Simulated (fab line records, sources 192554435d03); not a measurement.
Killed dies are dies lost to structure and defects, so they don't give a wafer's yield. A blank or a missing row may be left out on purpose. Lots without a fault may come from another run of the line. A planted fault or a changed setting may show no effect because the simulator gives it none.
fab line records | flow n5_finfet
record lots=6 wafers=18 last_day=17
route steps=1938 shown BEOL_M5@1145 PASSIVATION@1936
lots that met no fault: from a run of the same line without faults
start_h: hours from the record's first day to the start of the lot's first wafer shown | wait_h: hours since the lot's step before | " the same as in the row above | L1.1+2: a row that stands for several wafers | - no value, or no start given | * or withheld: withheld | < > ~ a bound
route shown NAME@n: a module of which the file shows steps, and the number in the route of the first | usual: mean/standard deviation of fault-free wafers | same: alike in all rows | chamber/n: place in a boat | sites: the reading at each site | _std_site: their standard deviation | _edge_site: outer sites' mean less inner sites' | radius_mm: how far each site lies from the wafer's centre | mask NAME#n: copy n | behind: the tool/chamber that last shaped the wafer | hold: why the lot was held/for how many hours/how that ended | device: the transistor (n, p or np) that didn't switch | end of line: the same wafers' tests at the end of the route | a step without rows: its recipe alone | killed: dies lost to structure and defects at the first sort, not the wafer's yield | map: a wafer's dies, x killed, . not, _ none there
set.NAME: the setting as run; set.NAME@STEP: as run at that earlier step | model.NAME: the simulator's own value behind a step, which no gauge read
lots at some steps of the route; a table a step, a row a wafer
services: from which hour (start_h, from the record's first day; less than 0 if before it) a tool's chamber was out of use, for how many hours, and why
## steps
# step N5_BEOL_M5_EXPOSE_25
# recipe mask_id=V4 na=0.33 source_shape=quasar sigma_inner=0.2 sigma_outer=0.6 polarization=unpolarized defocus_nm=10 dose_mj=52.75
# step N5_BEOL_M5_PEB_26
# recipe peb_temp_c=100 peb_time_s=60 resist=CAR-EUV
# step N5_BEOL_M5_DEVELOP_27
# recipe develop_time_s=30 developer=TMAH resist=CAR-EUV rinse_liquid=surfactant_rinse dry=air_spin dev_temp_c=23
# step N5_BEOL_M5_CD_MEAS_28
# recipe target_cd_nm=30.6 landing_energy_ev=500 detector=se_inlens target_cd_y_nm=20 polarity=opening
# usual cd_nm=30.62/0.25
# columns lot.wafer tool chamber start_h wait_h cd_nm
L855.1 cd_sem-01 0 181.35 - 30.70
L855.2 " 0 " " 31.08
L855.5 " 0 " " 30.62
L860.2 cd_sem-02 0 209.66 - 30.31
L860.4 " 0 " " 30.46
L860.5 " 0 " " 30.52
L867.3 cd_sem-03 0 249.46 - 30.79
L867.4 " 0 " " 30.80
L867.6 " 0 " " 30.83
L871.1 cd_sem-01 0 279.46 - 30.81
L871.3 " 0 " " 30.91
L871.6 " 0 " " 30.84
L872.2 cd_sem-02 0 291.55 - 30.65
L872.3 " 0 " " 31.05
L872.6 " 0 " " 30.72
L874.1 cd_sem-02 0 307.45 - 30.64
L874.3 " 0 " " 30.98
L874.5 " 0 " " 31.05
# step N5_BEOL_M5_OVL_MEAS_29
# recipe points_per_wafer=522
# usual V4_OVL=0.3/0.84
# same points_per_wafer=522
# columns lot.wafer tool chamber start_h wait_h V4_OVL[nm]
L855.1 overlay-02 0 181.38 0.0 -0.1
L855.2 " 0 " " 0.0
L855.5 " 0 " " -0.3
L860.2 overlay-01 0 209.70 0.0 0.9
L860.4 " 0 " " 1.1
L860.5 " 0 " " 1.7
L867.3 overlay-02 0 249.50 0.0 0.7
L867.4 " 0 " " 1.0
L867.6 " 0 " " 1.5
L871.1 overlay-01 0 279.49 0.0 0.4
L871.3 " 0 " " 0.5
L871.6 " 0 " " 0.9
L872.2 overlay-01 0 291.59 0.0 0.9
L872.3 " 0 " " 0.1
L872.6 " 0 " " 0.1
L874.1 overlay-02 0 307.48 0.0 1.2
L874.3 " 0 " " 1.9
L874.5 " 0 " " 0.6
# step N5_BEOL_M5_INSPECT_30
# recipe mode=adi inspect_instrument=brightfield
# usual raw_defect_count=400/100
# columns lot.wafer tool chamber start_h wait_h raw_defect_count
L855.1 defect_inspect-02 - 181.44 0.1 475
L855.2 " - " " 372
L855.5 " - " " 577
L860.2 defect_inspect-02 - 209.75 0.0 510
L860.4 " - " " 378
L860.5 " - " " 419
L867.3 defect_inspect-01 - 249.55 0.0 340
L867.4 " - " " 586
L867.6 " - " " 367
L871.1 defect_inspect-01 - 279.55 0.1 499
L871.3 " - " " 615
L871.6 " - " " 662
L872.2 defect_inspect-02 - 291.64 0.0 311
L872.3 " - " " 285
L872.6 " - " " 394
L874.1 defect_inspect-02 - 307.54 0.1 413
L874.3 " - " " 315
L874.5 " - " " 485
# step N5_BEOL_M5_DESCUM_33
# recipe chemistry=O2 time_s=7 source_power_w=50 bias_power_w=20 pressure_mtorr=20 rf_frequency_hz=2.712e+07 temp_c=40 resist=CAR-EUV o2_flow_sccm=225
# usual drypump_motor_current_A=5.7/0.44 oes_product_au=0.76/0.072 rf_vpp_V=244.0/1.2 showerhead_plenum_p_Torr=2.15/0.047 throttle_valve_pct=20.37/0.18
# columns lot.wafer tool chamber start_h wait_h drypump_motor_current_A oes_product_au rf_hours_counter_h rf_vpp_V showerhead_plenum_p_Torr throttle_valve_pct
L855.1 rie_diel-03 2 181.77 0.3 6.0 0.73 189 245.9 2.17 20.47
L855.2 " 1 " " 5.9 0.76 184 244.2 2.17 20.53
L855.5 " 2 " " 6.0 0.73 - 245.0 2.17 20.47
L860.2 rie_diel-03 1 209.78 0.0 5.9 0.73 195 246.1 2.17 20.55
L860.4 " 0 " " 5.3 0.73 - 243.8 2.18 20.19
L860.5 " 1 " " 5.9 0.74 - 242.6 2.17 20.55
L867.3 rie_diel-03 2 250.00 0.5 6.0 0.70 217 246.5 2.16 20.51
L867.4 " 1 " " 5.9 0.72 - 244.6 2.16 20.58
L867.6 " 2 " " 6.0 0.71 - 244.3 2.16 20.52
L871.1 rie_diel-03 2 279.58 0.0 6.0 0.70 228 244.3 2.16 20.53
L871.3 " 1 " " 5.9 0.72 219 245.6 2.16 20.58
L871.6 " 2 " " 6.0 0.70 - 243.9 2.16 20.54
L872.2 rie_diel-06 1 291.67 0.0 5.9 0.88 43 243.2 2.13 20.18
L872.3 " 0 " " 5.0 0.82 86 246.0 2.21 20.32
L872.6 " 3 " " 6.2 0.87 - 243.9 2.12 19.80
L874.1 rie_diel-01 1 307.72 0.2 5.0 0.82 75 245.6 2.21 20.32
L874.3 " 2 " " 5.4 0.95 10 245.5 2.15 20.30
L874.5 " 3 " " 5.7 0.81 - 240.7 2.02 20.25
# step N5_BEOL_M5_ETCH_75
# recipe chemistry=N2/H2 target=underlayer target_depth_a=65 mask_material=CAR-EUV time_s=5.2 ion_energy_ev=200 pressure_mtorr=30 source_w=840 bias_w=150 n2_flow_sccm=200 h2_flow_sccm=200 ends=cleared
# usual bias_w=150.0/0.46 drypump_motor_current_A=5.7/0.44 etch_rf_on_time_s=5.18/0.066 oes_product_au=0.65/0.06 rf_vpp_V=525.9/2.1 showerhead_plenum_p_Torr=2.61/0.055 throttle_valve_pct=17.79/0.19
# columns lot.wafer tool chamber start_h wait_h bias_w drypump_motor_current_A etch_rf_on_time_s oes_product_au rf_hours_counter_h rf_vpp_V showerhead_plenum_p_Torr throttle_valve_pct
L855.1 rie_diel-03 2 181.80 0.0 149.9 6.0 5.24 0.62 189 526.2 2.64 17.93
L855.2 " 1 " " 150.1 6.0 5.21 0.64 184 526.7 2.63 17.94
L855.5 " 2 " " 149.8 6.0 5.19 0.63 - 526.2 2.64 17.93
L860.2 rie_diel-03 1 209.82 0.0 150.3 5.9 5.27 0.62 195 527.2 2.63 17.95
L860.4 " 0 " " 150.6 5.3 5.25 0.61 - 527.8 2.63 17.59
L860.5 " 1 " " 149.6 5.9 5.29 0.63 - 525.8 2.63 17.94
L867.3 rie_diel-03 2 250.04 0.0 150.4 6.0 5.13 0.60 217 525.1 2.62 17.95
L867.4 " 1 " " 150.0 5.9 5.18 0.62 - 527.0 2.62 18.01
L867.6 " 2 " " 150.1 6.0 5.19 0.60 - 525.2 2.62 17.97
L871.1 rie_diel-03 2 279.62 0.0 149.4 6.0 5.20 0.60 228 526.5 2.62 18.00
L871.3 " 1 " " 150.2 5.9 5.27 0.61 219 528.0 2.62 17.98
L871.6 " 2 " " 149.4 6.0 5.24 0.60 - 525.3 2.62 17.99
L872.2 rie_diel-06 1 291.71 0.0 150.3 5.9 5.09 0.75 43 524.1 2.58 17.57
L872.3 " 0 " " 151.0 5.0 5.11 0.69 86 528.8 2.67 17.57
L872.6 " 3 " " 150.0 6.2 5.16 0.72 - 526.0 2.58 17.28
L874.1 rie_diel-01 1 307.76 0.0 150.6 5.0 5.14 0.70 75 527.4 2.69 17.72
L874.3 " 2 " " 150.7 5.4 5.02 0.81 10 525.9 2.61 17.68
L874.5 " 3 " " 150.5 5.7 5.23 0.68 - 521.6 2.46 17.67
# step N5_BEOL_M5_ETCH_67
# recipe chemistry=CF4 target=SiARC target_depth_a=156 mask_material=CAR-EUV time_s=26 ion_energy_ev=80 pressure_mtorr=40 source_w=545 bias_w=36 Ar_flow_sccm=100 cf4_flow_sccm=100 ends=cleared
# usual bias_w=36.00/0.11 drypump_motor_current_A=5.7/0.44 etch_rf_on_time_s=26.0/0.33 oes_product_au=0.65/0.06 rf_vpp_V=184.8/0.99 showerhead_plenum_p_Torr=2.20/0.044 throttle_valve_pct=15.56/0.2
# columns lot.wafer tool chamber start_h wait_h bias_w drypump_motor_current_A etch_rf_on_time_s oes_product_au rf_hours_counter_h rf_vpp_V showerhead_plenum_p_Torr throttle_valve_pct
L855.1 rie_diel-03 2 181.82 0.0 35.95 6.0 25.5 0.63 189 185.9 2.21 15.69
L855.2 " 1 " " 36.09 5.9 26.2 0.64 184 183.5 2.22 15.71
L855.5 " 2 " " 36.01 6.0 25.9 0.63 - 185.7 2.21 15.68
L860.2 rie_diel-03 1 209.83 0.0 36.13 5.9 26.3 0.62 195 185.5 2.21 15.74
L860.4 " 0 " " 36.02 5.2 26.5 0.62 - 185.9 2.21 15.34
L860.5 " 1 " " 36.18 5.9 26.2 0.63 - 185.6 2.21 15.74
L867.3 rie_diel-03 2 250.05 0.0 36.12 6.0 25.9 0.61 217 183.8 2.20 15.72
L867.4 " 1 " " 36.04 5.9 26.3 0.62 - 183.7 2.21 15.77
L867.6 " 2 " " 35.95 6.0 25.7 0.60 - 184.8 2.20 15.74
L871.1 rie_diel-03 2 279.63 0.0 35.99 6.0 26.1 0.60 228 184.8 2.20 15.76
L871.3 " 1 " " 35.98 5.9 26.5 0.61 219 184.6 2.21 15.77
L871.6 " 2 " " 36.13 6.0 26.1 0.60 - 185.2 2.20 15.75
L872.2 rie_diel-06 1 291.72 0.0 35.93 5.9 25.7 0.73 43 184.7 2.18 15.34
L872.3 " 0 " " 35.85 5.0 25.6 0.70 86 186.3 2.25 15.44
L872.6 " 3 " " 35.78 6.2 25.7 0.74 - 183.2 2.17 15.09
L874.1 rie_diel-01 1 307.77 0.0 36.14 5.0 25.7 0.69 75 184.8 2.25 15.52
L874.3 " 2 " " 36.02 5.4 25.1 0.81 10 186.3 2.19 15.39
L874.5 " 3 " " 35.76 5.7 25.8 0.68 - 184.3 2.07 15.46
# step N5_BEOL_M5_ETCH_68
# recipe chemistry=N2/H2 target=SOC target_depth_a=800 overetch_a=160 mask_material=SiARC temp_c=40 time_s=120 ion_energy_ev=200 pressure_mtorr=30 source_w=840 bias_w=150 n2_flow_sccm=200 h2_flow_sccm=200
# usual bias_w=150.0/0.44 drypump_motor_current_A=5.7/0.44 oes_product_au=0.59/0.051 rf_vpp_V=525.8/1.7 showerhead_plenum_p_Torr=2.61/0.055 throttle_valve_pct=17.75/0.19
# columns lot.wafer tool chamber start_h wait_h bias_w drypump_motor_current_A oes_product_au rf_hours_counter_h rf_vpp_V showerhead_plenum_p_Torr throttle_valve_pct
L855.1 rie_diel-03 2 181.85 0.0 150.2 6.0 0.56 189 527.7 2.64 17.88
L855.2 " 1 " " 150.2 5.9 0.58 184 526.2 2.63 17.90
L855.5 " 2 " " 150.6 6.0 0.56 - 525.8 2.64 17.88
L860.2 rie_diel-03 1 209.86 0.0 149.9 5.9 0.56 195 526.5 2.63 17.91
L860.4 " 0 " " 149.7 5.3 0.55 - 526.6 2.63 17.54
L860.5 " 1 " " 150.8 5.9 0.57 - 528.2 2.63 17.93
L867.3 rie_diel-03 2 250.08 0.0 149.8 6.0 0.55 217 526.3 2.62 17.93
L867.4 " 1 " " 149.3 5.9 0.55 - 525.1 2.62 17.93
L867.6 " 2 " " 150.8 6.0 0.54 - 525.0 2.62 17.94
L871.1 rie_diel-03 2 279.66 0.0 150.2 6.0 0.54 228 525.8 2.62 17.93
L871.3 " 1 " " 149.9 6.0 0.55 219 527.6 2.62 17.95
L871.6 " 2 " " 150.2 6.0 0.54 - 527.2 2.62 17.93
L872.2 rie_diel-06 1 291.75 0.0 150.0 5.9 0.67 43 526.0 2.58 17.53
L872.3 " 0 " " 149.5 5.0 0.62 86 528.0 2.67 17.50
L872.6 " 3 " " 150.4 6.2 0.66 - 525.7 2.58 17.22
L874.1 rie_diel-01 1 307.80 0.0 150.4 5.0 0.63 75 527.9 2.69 17.68
L874.3 " 2 " " 150.6 5.4 0.71 10 526.3 2.61 17.65
L874.5 " 3 " " 150.4 5.7 0.61 - 521.1 2.46 17.64
# step N5_BEOL_M5_STRIP_69
# recipe chemistry=N2/H2 temp_c=40 n2_flow_sccm=200 h2_flow_sccm=200 rf_frequency_hz=6e+07
# step N5_BEOL_M5_STRIP_76
# recipe chemistry=N2/H2 temp_c=40 n2_flow_sccm=200 h2_flow_sccm=200 rf_frequency_hz=6e+07
# step N5_BEOL_M5_VIA_ETCH_34
# recipe chemistry=C4F6/O2 target=SiCOH_lowk target_depth_a=883 mask_material=SOC taper_deg=4 time_s=39.2 ion_energy_ev=250 pressure_mtorr=30 source_w=345 bias_w=185 Ar_flow_sccm=300 C4F6_flow_sccm=10 O2_flow_sccm=10
# usual bias_w=185.0/0.5 drypump_motor_current_A=5.7/0.44 oes_product_au=0.76/0.071 rf_vpp_V=669/4.5 showerhead_plenum_p_Torr=2.92/0.059 throttle_valve_pct=20.78/0.19
# columns lot.wafer tool chamber start_h wait_h bias_w drypump_motor_current_A oes_product_au rf_hours_counter_h rf_vpp_V showerhead_plenum_p_Torr throttle_valve_pct model.etch.depth_nm
L855.1 rie_diel-03 2 181.95 0.0 184.6 6.0 0.73 189 671 2.93 20.85 88.37
L855.2 " 1 " " 184.7 5.9 0.75 184 672 2.95 20.96 87.71
L855.5 " 2 " " 184.7 6.0 0.73 - 671 2.93 20.85 88.44
L860.2 rie_diel-03 1 209.96 0.0 184.2 5.9 0.74 195 672 2.94 20.97 86.84
L860.4 " 0 " " 184.3 5.3 0.72 - 672 2.94 20.56 87.11
L860.5 " 1 " " 185.0 5.9 0.74 - 672 2.94 20.97 87.72
L867.3 rie_diel-03 2 250.18 0.0 218.9 6.0 0.73 217 771 2.92 20.89 92.2
L867.4 " 1 " " 184.8 5.9 0.72 - 671 2.94 20.99 87.27
L867.6 " 2 " " 219.7 6.0 0.73 - 770 2.92 20.90 92.76
L871.1 rie_diel-03 2 279.76 0.0 219.7 6.0 0.72 228 770 2.91 20.90 92.01
L871.3 " 1 " " 185.1 5.9 0.73 219 669 2.93 21.01 87.52
L871.6 " 2 " " 219.9 6.0 0.73 - 770 2.91 20.91 92.48
L872.2 rie_diel-06 1 291.85 0.0 185.2 5.9 0.88 43 670 2.90 20.68 90.13
L872.3 " 0 " " 185.3 5.0 0.82 86 661 2.99 20.74 88.81
L872.6 " 3 " " 185.4 6.2 0.86 - 667 2.88 20.25 89.94
L874.1 rie_diel-01 1 307.90 0.0 184.9 5.0 0.82 75 659 2.99 20.74 89.64
L874.3 " 2 " " 185.6 5.4 0.95 10 673 2.91 20.72 91.05
L874.5 " 3 " " 185.2 5.7 0.80 - 668 2.75 20.66 89.78
# step N5_BEOL_M5_STRIP_85
# recipe chemistry=C4F6/O2 resist=SiARC rf_frequency_hz=6e+07
# step N5_PASSIVATION_PROBE_49
# usual defect_limited_yield=91.3/1.3 killed_at_M0_to_M3=32/11 killed_at_M4_up=15/5.6 killed_at_contacts=12/6 killed_at_front_end=40/11 killed_at_other=3.5/2.6 killed_dies=102/15 killed_open=67/12 killed_short=34/7.3 sort_bin_5_function=5.1/0.85 sort_bin_6_memory=3.2/0.61 sort_n_pass=1078/15 sort_yield_pct=91.3/1.3
# same gross_dies=1180 killed_at_back_side=0 sort_bin_4_leakage[%]=0 sort_bin_8_speed[%]=0
# columns lot.wafer tool chamber start_h wait_h defect_limited_yield[%] killed_at_M0_to_M3 killed_at_M4_up killed_at_contacts killed_at_front_end killed_at_other killed_dies killed_open killed_short sort_bin_5_function[%] sort_bin_6_memory[%] sort_n_pass sort_yield_pct[%]
L855.1 prober-02 - 287.81 0.5 92.2 30 18 15 22 7 92 59 30 5.2 2.6 1088 92.2
L855.2 prober-02 - 287.86 0.5 91.9 34 10 5 40 7 96 60 36 5.2 2.4 1084 91.9
L855.5 prober-02 - 288.01 0.7 89.8 21 16 20 60 3 120 76 42 6.4 3.5 1060 89.8
L867.3 prober-02 - 344.81 0.1 90.0 30 28 6 51 3 118 84 34 6.2 3.6 1062 90.0
L867.4 prober-02 - 344.86 0.2 93.2 17 19 14 30 0 80 63 16 3.8 3.0 1100 93.2
L867.6 prober-02 - 344.96 0.3 91.7 34 13 3 48 0 98 64 33 5.2 3.0 1082 91.7
# killed by level:class
L855.1 MOL_CONTACT_COAG:geometric_particle:open=14 BEOL_M2:geometric_particle:open=11 BEOL_M4:geometric_particle:open=7 BEOL_M4:geometric_particle:short=6 FIN_SAQP:geometric_particle:short=5 DUMMY_GATE:geometric_particle:open=5 BEOL_M1:geometric_particle:short=4 STI_FIN_REVEAL:geometric_particle:open=3
L855.2 FIN_SAQP:geometric_particle:short=14 FIN_SAQP:geometric_particle:open=9 BEOL_M1:geometric_particle:open=9 BEOL_M3:geometric_particle:open=7 GATE_CUT:geometric_particle:short=5 BEOL_M2:geometric_particle:open=5 MOL_CONTACT_COAG:geometric_particle:open=5 BEOL_M4:geometric_particle:open=5
L855.5 FIN_SAQP:geometric_particle:open=16 FIN_SAQP:geometric_particle:short=13 MOL_CONTACT_COAG:geometric_particle:open=13 STI_FIN_REVEAL:geometric_particle:open=7 DUMMY_GATE:geometric_particle:open=7 MOL_CONTACT_COAG:geometric_particle:short=7 BEOL_M1:geometric_particle:open=5 BEOL_M2:geometric_particle:open=4
L867.3 BEOL_M4:geometric_particle:open=19 FIN_SAQP:geometric_particle:open=17 STI_FIN_REVEAL:geometric_particle:open=9 FIN_SAQP:geometric_particle:short=5 BEOL_M2:geometric_particle:open=5 MOL_CONTACT_COAG:geometric_particle:open=5 BEOL_M0_SAQP:geometric_particle:open=5 BEOL_M3:geometric_particle:short=5
L867.4 BEOL_M4:geometric_particle:open=13 MOL_CONTACT_COAG:geometric_particle:open=10 STI_FIN_REVEAL:geometric_particle:open=8 BEOL_M0_SAQP:geometric_particle:open=7 FIN_SAQP:geometric_particle:open=6 FIN_SAQP:geometric_particle:short=4 MOL_CONTACT_COAG:geometric_particle:short=4 BEOL_M2:geometric_particle:open=4
L867.6 STI_FIN_REVEAL:geometric_particle:open=14 FIN_SAQP:geometric_particle:open=9 BEOL_M0_SAQP:geometric_particle:open=9 STI_FIN_REVEAL:geometric_particle:short=8 BEOL_M0_SAQP:geometric_particle:short=6 BEOL_M3:geometric_particle:open=5 BEOL_M4:geometric_particle:open=5 BEOL_M1:geometric_particle:open=4
## services
# columns tool chamber start_h hours kind
rie_diel-01 3 163.44 4.6 repair
rie_diel-06 2 178.70 3.8 repair
rie_diel-01 0 184.02 9.1 repair
rie_diel-01 2 185.47 12.7 repair
rie_diel-03 3 194.87 4.1 repair
rie_diel-03 3 202.36 63.7 repair
rie_diel-06 1 228.58 18.5 repair
rie_diel-01 2 252.57 - clean
rie_diel-01 2 252.57 - consumable_replace:focus_ring
rie_diel-01 2 252.57 22.7 scheduled_down
rie_diel-01 2 252.57 22.7 vent_cycle
rie_diel-03 1 262.53 4.8 repair
rie_diel-01 3 277.69 5.4 repair
## key
first_sign step=N5_BEOL_M5_VIA_ETCH_34 reading=bias_w direction=up sigmas=69 usual=* struck=*
effect step=N5_BEOL_M5_VIA_ETCH_34 reading=rf_vpp_V direction=up sigmas=23 usual=669 struck=770
model_effect step=N5_BEOL_M5_VIA_ETCH_34 value=etch.depth_nm without=87.29 struck=92.36
met_at N5_BEOL_M5_VIA_ETCH_34
struck_wafers L867.3,L867.6,L871.1,L871.6
onset_between 181.95 250.18
fault kind=process_parameter_drift tool=rie_diel-03 chamber=2 onset_h=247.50 steps=N5_BEOL_M5_VIA_ETCH_34 channel=bias_w offset=* shape=step end_h=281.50 acts_in=* stated=*
